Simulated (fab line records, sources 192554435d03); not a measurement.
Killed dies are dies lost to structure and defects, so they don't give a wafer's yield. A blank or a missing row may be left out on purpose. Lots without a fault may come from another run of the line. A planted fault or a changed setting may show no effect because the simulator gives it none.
fab line records | flow n5_finfet
record lots=7 wafers=39
route steps=1938 shown BEOL_M5@1160
start_h: hours from the record's first day to the start of the lot's first wafer shown | wait_h: hours since the lot's step before | " the same as in the row above | L1.1+2: a row that stands for several wafers | - no value, or no start given | * or withheld: withheld | < > ~ a bound
route shown NAME@n: a module of which the file shows steps, and the number in the route of the first | usual: mean/standard deviation of fault-free wafers | same: alike in all rows | chamber/n: place in a boat | sites: the reading at each site | _std_site: their standard deviation | _edge_site: outer sites' mean less inner sites' | radius_mm: how far each site lies from the wafer's centre | mask NAME#n: copy n | behind: the tool/chamber that last shaped the wafer | hold: why the lot was held/for how many hours/how that ended | device: the transistor (n, p or np) that didn't switch | end of line: the same wafers' tests at the end of the route | a step without rows: its recipe alone | killed: dies lost to structure and defects at the first sort, not the wafer's yield | map: a wafer's dies, x killed, . not, _ none there
set.NAME: the setting as run; set.NAME@STEP: as run at that earlier step | model.NAME: the simulator's own value behind a step, which no gauge read
lots whose settings were changed on purpose; a table a step, a row a wafer
## steps
# step N5_BEOL_M5_TRENCH_ETCH_37
# recipe chemistry=C4F6/O2 target_depth_a=716.52 target=SiCOH_lowk time_s=24.7 ion_energy_ev=250 pressure_mtorr=30 source_w=345 bias_w=185 Ar_flow_sccm=300 C4F6_flow_sccm=10 O2_flow_sccm=10
# columns lot.wafer tool chamber start_h wait_h set.target_depth_a model.etch.depth_nm model.BEOL_M5.feature_depth_nm
L074.1 rie_diel-02 3 - - 716.52 71.92 72
L074.2 " 1 " " 564.3 55.88 55.8
L074.3 " 0 " " 716.52 73.54 73.6
L074.4 " 3 " " 716.52 72.12 72.2
L074.5 " 1 " " 564.3 55.66 55.6
L074.6 " 0 " " 564.3 58.38 58.4
L076.1 rie_diel-06 0 - - 716.52 70.59 70.6
L076.3 " 2 " " 716.52 71.03 71
L076.4 " 1 " " 716.52 73.67 73.6
L077.1 rie_diel-06 2 - - 889.9 86.52 86.6
L077.2 " 0 " " 889.9 85.76 85.8
L077.3 " 1 " " 716.52 71.8 71.8
L077.4 " 1 " " 889.9 89.23 89.2
L077.5 " 2 " " 716.52 69.48 69.4
L077.6 " 0 " " 716.52 69.19 69.2
L084.1 rie_diel-02 1 - - 348.4 34.31 34.4
L084.2 " 3 " " 348.4 34.59 34.6
L084.3 " 2 " " 348.4 34.76 34.8
L084.4 " 0 " " 716.52 72.88 72.8
L084.5 " 0 " " 716.52 72.64 72.6
L084.6 " 3 " " 716.52 71.36 71.4
L086.1 rie_diel-05 2 - - 447.2 45.22 45.2
L086.2 " 1 " " 447.2 45.17 45.2
L086.3 " 3 " " 447.2 44.38 44.4
L086.4 " 2 " " 716.52 72.56 72.6
L086.5 " 1 " " 716.52 72.34 72.4
L086.6 " 3 " " 716.52 71.18 71.2
L088.1 rie_diel-06 2 - - 716.52 70.25 70.2
L088.2 " 0 " " 716.52 69.43 69.4
L088.3 " 1 " " 1139 115.8 115.8
L088.4 " 3 " " 1139 115 115
L088.5 " 0 " " 1139 109.9 110
L088.6 " 1 " " 716.52 72.49 72.4
L091.1 rie_diel-06 0 - - 716.52 68.4 68.4
L091.2 " 2 " " 716.52 69.8 69.8
L091.3 " 3 " " 426.9 43.12 43.2
L091.4 " 1 " " 716.52 71.75 71.8
L091.5 " 1 " " 426.9 43.17 43.2
L091.6 " 0 " " 426.9 40.72 40.8
# step N5_BEOL_M5_ETCH_41
# recipe chemistry=CH3F/O2 target=SiCN target_depth_a=315 taper_deg=2 time_s=56.7 ion_energy_ev=120 mask_material=TiN pressure_mtorr=30 source_w=395 bias_w=75 Ar_flow_sccm=150 CH3F_flow_sccm=30 O2_flow_sccm=20
# step N5_BEOL_M5_STRIP_91
# recipe chemistry=N2/H2 time_s=10 power_w=450 temp_c=40 pressure_mtorr=20 rf_frequency_hz=6e+07 bias_power_w=7 n2_flow_sccm=200 h2_flow_sccm=200
# step N5_BEOL_M5_OCD_MEAS_38
# usual trench_depth_nm=71.6/1.2
# columns lot.wafer tool chamber start_h wait_h set.target_depth_a@BEOL_M5_TRENCH_ETCH_37 trench_depth_nm
L074.1 ocd-01 - 177.03 - 716.52 71.7
L074.2 " - " " 564.3 56.1
L074.3 " - " " 716.52 73.9
L074.4 " - " " 716.52 72.0
L074.5 " - " " 564.3 55.5
L074.6 " - " " 564.3 58.5
L076.1 ocd-02 - 184.35 - 716.52 71.1
L076.3 " - " " 716.52 71.1
L076.4 " - " " 716.52 73.5
L077.1 ocd-02 - 197.62 - 889.9 86.7
L077.2 " - " " 889.9 86.0
L077.3 " - " " 716.52 71.6
L077.4 " - " " 889.9 89.5
L077.5 " - " " 716.52 69.5
L077.6 " - " " 716.52 69.2
L084.1 ocd-02 - 239.31 - 348.4 34.0
L084.2 " - " " 348.4 34.4
L084.3 " - " " 348.4 34.9
L084.4 " - " " 716.52 73.0
L084.5 " - " " 716.52 73.1
L084.6 " - " " 716.52 71.4
L086.1 ocd-01 - 254.07 - 447.2 45.6
L086.2 " - " " 447.2 45.3
L086.3 " - " " 447.2 44.1
L086.4 " - " " 716.52 72.3
L086.5 " - " " 716.52 72.4
L086.6 " - " " 716.52 71.4
L088.1 ocd-02 - 266.42 - 716.52 69.9
L088.2 " - " " 716.52 69.6
L088.3 " - " " 1139 115.8
L088.4 " - " " 1139 114.5
L088.5 " - " " 1139 109.8
L088.6 " - " " 716.52 72.5
L091.1 ocd-01 - 288.65 - 716.52 68.7
L091.2 " - " " 716.52 70.2
L091.3 " - " " 426.9 43.2
L091.4 " - " " 716.52 71.6
L091.5 " - " " 426.9 43.3
L091.6 " - " " 426.9 40.7
# step N5_BEOL_M5_HM_STRIP_39
# recipe chemistry=peroxide_tin_strip material=TiN target_depth_a=250 temp_c=50 time_s=158
# step N5_BEOL_M5_SRD_40
# recipe time_s=30 temp_c=23 rinse_liquid=diw dry=ipa_marangoni
# step N5_BEOL_M5_ECD_50
# recipe material=Cu target_thk_a=3000
# step N5_BEOL_M5_ANNEAL_51
# recipe temp_c=225 time_s=90 ambient=N2
# step N5_BEOL_M5_CMP_52
# recipe stop_on=SiCOH_lowk t_overpolish_s=6.9 down_force_psi=1 platen_rpm=50 clearing_platen_down_force_psi=1.5 clearing_platen_rpm=50 post_cmp_clean=cu_alkaline target_thk_nm=62 clearing_platen_pad_velocity_m_s=0.99484 pad_velocity_m_s=0.99484
# columns lot.wafer tool chamber start_h wait_h set.target_depth_a@BEOL_M5_TRENCH_ETCH_37 model.Cu_of_BEOL_M5_ECD_50.thk_nm
L074.4 cmp-01 3 187.27 0.1 716.52 61.6
L074.2 " 0 " " 564.3 46.2
L074.3 " 1 " " 716.52 65
L074.1 " 2 " " 716.52 62.4
L074.6 " 3 " " 564.3 47.6
L074.5 " 0 " " 564.3 47
L076.1+3 cmp-01 0,2 190.83 0.3 716.52 62.8
L076.4 " 1 " " 716.52 64.4
L077.1 cmp-02 1 205.59 0.3 889.9 76.4
L077.4 " 2 " " 889.9 81.2
L077.2 " 3 " " 889.9 75.2
L077.3 " 0 " " 716.52 62.4
L077.6 " 1 " " 716.52 60
L077.5 " 2 " " 716.52 60.8
L084.3 cmp-02 2 252.51 0.2 348.4 26
L084.1 " 3 " " 348.4 24.6
L084.2 " 0 " " 348.4 26.2
L084.4 " 1 " " 716.52 64
L084.6 " 2 " " 716.52 62.2
L084.5 " 3 " " 716.52 61.6
L086.3 cmp-02 0 260.47 0.2 447.2 33.4
L086.1 " 1 " " 447.2 34.4
L086.2 " 2 " " 447.2 36
L086.4 " 3 " " 716.52 61.4
L086.5 " 0 " " 716.52 62.2
L086.6 " 1 " " 716.52 62
L088.4 cmp-01 0 272.71 0.1 1139 107
L088.3 " 1 " " 1139 107.6
L088.1 " 2 " " 716.52 61.4
L088.2 " 3 " " 716.52 60.4
L088.6 " 0 " " 716.52 64
L088.5 " 1 " " 1139 100.8
L091.2 cmp-03 0 296.13 0.2 716.52 59.2
L091.1 " 1 " " 716.52 58.4
L091.3 " 2 " " 426.9 33.6
L091.4 " 3 " " 716.52 62.6
L091.5 " 0 " " 426.9 32
L091.6 " 1 " " 426.9 30.2
# step N5_BEOL_M5_THK_MEAS_53
# recipe thk_meas_gauge=xrf reads=Cu_of_BEOL_M5_ECD_50
# usual M5_THK=62.3/1.7
# columns lot.wafer tool chamber start_h wait_h set.target_depth_a@BEOL_M5_TRENCH_ETCH_37 M5_THK[nm]
L074.1 film_metro-02 - 187.56 - 716.52 62.9
L074.2 " - " " 564.3 46.5
L074.3 " - " " 716.52 65.4
L074.4 " - " " 716.52 62.4
L074.5 " - " " 564.3 47.3
L074.6 " - " " 564.3 48.2
L076.1 film_metro-02 - 191.12 - 716.52 63.2
L076.3 " - " " 716.52 63.2
L076.4 " - " " 716.52 64.8
L077.1 film_metro-02 - 205.89 - 889.9 76.3
L077.2 " - " " 889.9 74.8
L077.3 " - " " 716.52 61.9
L077.4 " - " " 889.9 81.2
L077.5 " - " " 716.52 60.6
L077.6 " - " " 716.52 60.2
L084.1 film_metro-02 - 252.80 - 348.4 24.6
L084.2 " - " " 348.4 26.2
L084.3 " - " " 348.4 26.2
L084.4 " - " " 716.52 64.2
L084.5 " - " " 716.52 61.6
L084.6 " - " " 716.52 62.0
L086.1 film_metro-01 - 260.76 - 447.2 34.4
L086.2 " - " " 447.2 35.9
L086.3 " - " " 447.2 33.5
L086.4 " - " " 716.52 61.4
L086.5 " - " " 716.52 62.1
L086.6 " - " " 716.52 61.9
L088.1 film_metro-01 - 273.00 - 716.52 61.8
L088.2 " - " " 716.52 60.8
L088.3 " - " " 1139 108.5
L088.4 " - " " 1139 107.4
L088.5 " - " " 1139 101.6
L088.6 " - " " 716.52 64.3
L091.1 film_metro-01 - 296.43 - 716.52 57.8
L091.2 " - " " 716.52 58.4
L091.3 " - " " 426.9 33.2
L091.4 " - " " 716.52 61.7
L091.5 " - " " 426.9 31.8
L091.6 " - " " 426.9 29.8
# step N5_BEOL_M5_PRE_CLEAN_77
# recipe gas=NH3/H2 time_s=15 temp_c=* rf_power_w=300
# step N5_BEOL_M5_CO_CAP_78
# recipe material=Co target_thk_a=20 temp_c=200 precursor=CCTBA/H2 pressure_torr=30 time_s=102.1
# step N5_BEOL_M5_PRE_CLEAN_55
# recipe gas=NH3 time_s=15 temp_c=withheld rf_power_w=300
# step N5_BEOL_M5_DEP_56
# recipe material=SiCN target_thk_a=80 temp_c=withheld precursor=3MS/NH3 pressure_torr=3 rf_w=202 time_s=14
# step N5_BEOL_M5_RS_MEAS_57
# recipe thk_meas_gauge=four-point-probe reads=Co_of_BEOL_M5_CO_CAP_78+Cu_of_BEOL_M5_ECD_50+Co_of_BEOL_M5_CVD_47+TaN_of_BEOL_M5_ALD_86
# usual M5_RS=0.384/0.012
# columns lot.wafer tool chamber start_h wait_h set.target_depth_a@BEOL_M5_TRENCH_ETCH_37 M5_RS[ohm/sq]
L074.1 film_metro-01 - 187.89 0.0 716.52 0.384
L074.2 " - " " 564.3 0.555
L074.3 " - " " 716.52 0.366
L074.4 " - " " 716.52 0.389
L074.5 " - " " 564.3 0.546
L074.6 " - " " 564.3 0.533
L076.1 film_metro-02 - 191.38 0.0 716.52 0.379
L076.3 " - " " 716.52 0.381
L076.4 " - " " 716.52 0.369
L077.1 film_metro-01 - 206.18 0.1 889.9 0.301
L077.2 " - " " 889.9 0.307
L077.3 " - " " 716.52 0.383
L077.4 " - " " 889.9 0.280
L077.5 " - " " 716.52 0.397
L077.6 " - " " 716.52 0.402
L084.1 film_metro-02 - 253.09 0.1 348.4 1.276
L084.2 " - " " 348.4 1.170
L084.3 " - " " 348.4 1.178
L084.4 " - " " 716.52 0.371
L084.5 " - " " 716.52 0.388
L084.6 " - " " 716.52 0.384
L086.1 film_metro-01 - 261.10 0.0 447.2 0.810
L086.2 " - " " 447.2 0.768
L086.3 " - " " 447.2 0.844
L086.4 " - " " 716.52 0.390
L086.5 " - " " 716.52 0.385
L086.6 " - " " 716.52 0.386
L088.1 film_metro-02 - 273.26 0.0 716.52 0.391
L088.2 " - " " 716.52 0.399
L088.3 " - " " 1139 0.202
L088.4 " - " " 1139 0.204
L088.5 " - " " 1139 0.218
L088.6 " - " " 716.52 0.372
L091.1 film_metro-02 - 296.69 0.0 716.52 0.415
L091.2 " - " " 716.52 0.408
L091.3 " - " " 426.9 0.836
L091.4 " - " " 716.52 0.381
L091.5 " - " " 426.9 0.890
L091.6 " - " " 426.9 0.965
## key
split step=N5_BEOL_M5_TRENCH_ETCH_37 setting=target_depth_a stated=716.52 by=wafer
response step=N5_BEOL_M5_TRENCH_ETCH_37 reading=model.etch.depth_nm change=+0.721 per=1% r=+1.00
response step=N5_BEOL_M5_TRENCH_ETCH_37 reading=model.BEOL_M5.feature_depth_nm change=+0.721 per=1% r=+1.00
response step=N5_BEOL_M5_OCD_MEAS_38 reading=trench_depth_nm change=+0.723 per=1% r=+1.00
response step=N5_BEOL_M5_CMP_52 reading=model.Cu_of_BEOL_M5_ECD_50.thk_nm change=+0.721 per=1% r=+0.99
response step=N5_BEOL_M5_THK_MEAS_53 reading=M5_THK change=+0.721 per=1% r=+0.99
response step=N5_BEOL_M5_RS_MEAS_57 reading=M5_RS shape=bent at_lowest=1.208 at_stated=0.387 at_highest=0.208
